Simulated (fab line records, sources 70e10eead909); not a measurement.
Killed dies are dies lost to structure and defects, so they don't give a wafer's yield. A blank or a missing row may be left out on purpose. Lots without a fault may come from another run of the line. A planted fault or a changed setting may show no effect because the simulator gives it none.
A struck lot beside a sound one | flow nand_harc | 14 steps out of a route of 1302
Sound: wafers L958.2, L958.3, L958.4. Struck: wafer L964.6. (L964.1, L964.4 of the same lot were not struck and are left out.) The cause comes at the end.
At each step with rows: each side's tool, then ch and its chambers, then its first start. Under that, the readings that differ: sound wafers | struck wafers | difference of the means | sigmas: that difference in standard deviations of wafers without a fault.
alike: readings whose means differ by less than 2 such deviations, and words and numbers that are the same on both sides. not compared: withheld readings, readings that some wafer has no value for, bounds like >300 that may hide the same value, and numbers for which the record gives no deviation and whose values overlap.
The two part at a step that has a row with sigmas, a row that says differs or no value, or rows on one side only. Numbers that don't overlap but have no deviation are shown without sigmas and don't part them. A reading that every wafer of one side lacks parts them only if that side has two wafers or more.

first, 8 steps without rows for these wafers: NHARC_P_GATE_DEHYDRATE_18 (time 120 s); NHARC_P_GATE_HMDS_19 (time 30 s); NHARC_P_GATE_COAT_20 (resist thk 90 nm); NHARC_P_GATE_SOFTBAKE_21 (time 55 s); NHARC_P_GATE_EBR_22; NHARC_P_GATE_EXPOSE_23 (exposes mask P GATE, target cd 120 nm); NHARC_P_GATE_PEB_24 (peb time 65 s); NHARC_P_GATE_DEVELOP_25 (develop time 35 s).
NHARC_P_GATE_CD_MEAS_26: target cd 120 nm.
  sound on cd_sem-01 ch 0, day 5 22:11; struck on cd_sem-03 ch 0, day 8 15:08
  alike: cd_nm
NHARC_P_GATE_OVL_MEAS_27:
  sound on overlay-01, day 5 22:16; struck on overlay-02, day 8 15:13
  alike: overlay_x_nm, overlay_y_nm
NHARC_P_GATE_INSPECT_28:
  sound on defect_inspect-01, day 5 22:19; struck on defect_inspect-02, day 8 15:15
  reading          | sound | struck | difference | sigmas
  raw_defect_count | 6 3 4 | 10     | +6         | +2
NHARC_P_GATE_DESCUM_31: chemistry O2, time 3 s.
  sound on rie_diel-01 ch 0,1,2, day 5 22:22; struck on rie_diel-01 ch 1, day 8 15:19
  alike: drypump_motor_current_A, o2_flow_sccm, oes_product_au, rf_vpp_V, showerhead_plenum_p_Torr, throttle_valve_pct
  not compared: rf_hours_counter_h
NHARC_P_GATE_ETCH_104: etches the open film in CF4/CHF3, target depth 60 nm.
  sound on rie_diel-01 ch 0,1,2, day 5 22:28; struck on rie_diel-01 ch 2, day 8 15:25
  reading                 | sound             | struck | difference | sigmas
  oes_product_au (a.u.)   | 0.943 0.938 0.934 | 0.705  | -0.233     | -12
  rf_fwd_power_W (W)      | 496.4 494.8 495.4 | 294.2  | -201.3     | -77
  model.P_GATE.cd_nm (nm) | 120.7 121.1 120.5 | 122.3  | +1.5       |
  alike: drypump_motor_current_A, rf_vpp_V, showerhead_plenum_p_Torr, throttle_valve_pct
NHARC_P_GATE_HM_OPEN_105: chemistry O2/COS, target depth 360 nm.
  sound on rie_diel-01 ch 0,1,2; struck on rie_diel-01 ch 0
  alike: drypump_motor_current_A, o2_flow_sccm, oes_product_au, rf_vpp_V, showerhead_plenum_p_Torr, throttle_valve_pct
  not compared: rf_hours_counter_h

WHERE THEY PART
First at NHARC_P_GATE_INSPECT_28; last, within this record, at NHARC_P_GATE_ETCH_104. Later steps at which nothing parts them and some readings are alike: NHARC_P_GATE_HM_OPEN_105.

WHY: what the simulator had put in
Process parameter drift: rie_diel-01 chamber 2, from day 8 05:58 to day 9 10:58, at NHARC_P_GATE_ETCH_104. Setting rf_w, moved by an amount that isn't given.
